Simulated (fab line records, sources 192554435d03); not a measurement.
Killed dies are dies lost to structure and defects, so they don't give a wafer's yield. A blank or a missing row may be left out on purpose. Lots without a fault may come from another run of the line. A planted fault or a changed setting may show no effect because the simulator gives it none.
Which tool did it? | flow n5_finfet | 13 lots, 39 wafers sampled, at 3 steps of a route of 1938

WHAT THE GAUGES READ, wafer by wafer
N5_MIM_BOT_LITHO_CD_MEAS_08: target cd 3000 nm.
lot  | measured     | on        | cd_nm (nm)
L413 | day 11 20:17 | cd_sem-01 | 3002.3 2999.9 3002.5
L414 | day 12 13:51 | cd_sem-02 | 2999.6 3000.6 2998.9
L416 | day 12 19:00 | cd_sem-02 | 3000.0 2999.6 2999.6
L417 | day 12 19:20 | cd_sem-02 | 2997.0 2998.4 2998.7
L418 | day 13 00:59 | cd_sem-03 | 3000.5 2994.9 2997.3
L420 | day 13 23:41 | cd_sem-02 | 3000.0 2998.7 3003.3
L421 | day 13 17:54 | cd_sem-01 | 3000.9 2997.0 2998.5
L422 | day 14 04:52 | cd_sem-02 | 2995.7 2998.6 2997.8
L423 | day 14 09:41 | cd_sem-01 | 3001.1 3001.2 2997.3
L424 | day 14 12:46 | cd_sem-03 | 3000.4 2997.3 2997.4
L428 | day 15 23:58 | cd_sem-02 | 3000.0 3000.9 3001.4
L435 | day 18 02:53 | cd_sem-03 | 3003.1 3004.1 3005.8
L436 | day 18 04:04 | cd_sem-01 | 3001.0 3000.8 3003.6

WHICH TOOL RAN EACH LOT (tool, then ch and the chambers of the sampled wafers, then the start)
lot  | N5_PMOS_HMC_CHANNEL_EPI_PRECLEAN_18 | N5_MIM_TOP_ETCH_PECVD_03
L413 | wet_bench-05 ch 4,6,7, day 1 18:32  | pecvd-04 ch 1,2, day 11 19:56
L414 | wet_bench-05 ch 1,4,7, day 1 23:41  | pecvd-04 ch 0,1, day 12 13:29
L416 | wet_bench-05 ch 0,2,3, day 2 11:52  | pecvd-02 ch 0,2, day 12 18:38
L417 | wet_bench-05 ch 0,2,4, day 2 17:48  | pecvd-03 ch 1,2, day 12 18:52
L418 | wet_bench-06 ch 5,6,7, day 2 23:48  | pecvd-03 ch 0,1,2, day 13 00:31
L420 | wet_bench-06 ch 4,6,7, day 3 12:06  | pecvd-04 ch 1,2, day 13 23:13
L421 | wet_bench-01 ch 0,1,4, day 3 18:29  | pecvd-02 ch 0,1,2, day 13 17:34
L422 | wet_bench-06 ch 0,3,7, day 4 00:20  | pecvd-03 ch 0,2, day 14 04:31
L423 | wet_bench-05 ch 0,4,5, day 4 06:49  | pecvd-03 ch 0,2, day 14 09:12
L424 | wet_bench-06 ch 0,1,6, day 4 12:39  | pecvd-02 ch 0,1, day 14 12:17
L428 | wet_bench-01 ch 1,2,4, day 5 12:17  | pecvd-02 ch 1,2, day 15 23:29
L435 | wet_bench-06 ch 0,1,6, day 7 06:23  | pecvd-02 ch 0,2, day 18 02:32
L436 | wet_bench-05 ch 0,2,6, day 7 12:25  | pecvd-04 ch 1,2, day 18 03:43
- N5_PMOS_HMC_CHANNEL_EPI_PRECLEAN_18: cleans in DHF, time 30 s.
- N5_MIM_TOP_ETCH_PECVD_03: deposits SiNx from SiH4/NH3/N2, target thk 20 nm, time 17.6 s.

WHAT THE TOOLS THEMSELVES READ (means of the sampled wafers that have a number; where no wafer has one, the mark that the record gives instead)
N5_MIM_TOP_ETCH_PECVD_03.
lot  | tool     | heater_power_w (W) | showerhead_plenum_p_Torr (Torr) | throttle_valve_pct (%)
L413 | pecvd-04 | 714                | 5.13                            | 40.0
L414 | pecvd-04 | 700                | 5.18                            | 39.4
L416 | pecvd-02 | 781                | 5.20                            | 41.3
L417 | pecvd-03 | 680                | 5.08                            | 39.1
L418 | pecvd-03 | 687                | 5.17                            | 40.0
L420 | pecvd-04 | 796                | 5.15                            | 39.8
L421 | pecvd-02 | 909                | 5.16                            | 40.3
L422 | pecvd-03 | 642                | 5.12                            | 39.4
L423 | pecvd-03 | 620                | 5.12                            | 39.3
L424 | pecvd-02 | 984                | 5.13                            | 40.2
L428 | pecvd-02 | 982                | 5.18                            | 39.1
L435 | pecvd-02 | 884                | 5.20                            | 41.8
L436 | pecvd-04 | 755                | 5.12                            | 40.5

THE ANSWER, worked out from the rows above alone
Rule: what is usual is taken from the lots themselves. Put in order of their means at a reading, lots are off if they are a third of the lots or fewer, leave a main group of 4 or more, and stand apart from it by a gap of 3 or more times the standard deviation of the main group's means; of several such gaps the widest counts. A main group whose means are all the same, to the digits that the tables above print for the reading, isn't used. A lot without any number at a reading at which 4 lots or more have one is off too. The other lots that the step has rows for count as sound. The gauges are gone through in route order, then the tools' own readings, and for those a lot's mean is taken as printed above. The first step at which some lot is off is used, and at that step the reading that is off furthest; a lot without a number counts as furthest.
No lot is off at any reading shown: from this, nothing can be told.

WHAT THE SIMULATOR HAD PUT IN
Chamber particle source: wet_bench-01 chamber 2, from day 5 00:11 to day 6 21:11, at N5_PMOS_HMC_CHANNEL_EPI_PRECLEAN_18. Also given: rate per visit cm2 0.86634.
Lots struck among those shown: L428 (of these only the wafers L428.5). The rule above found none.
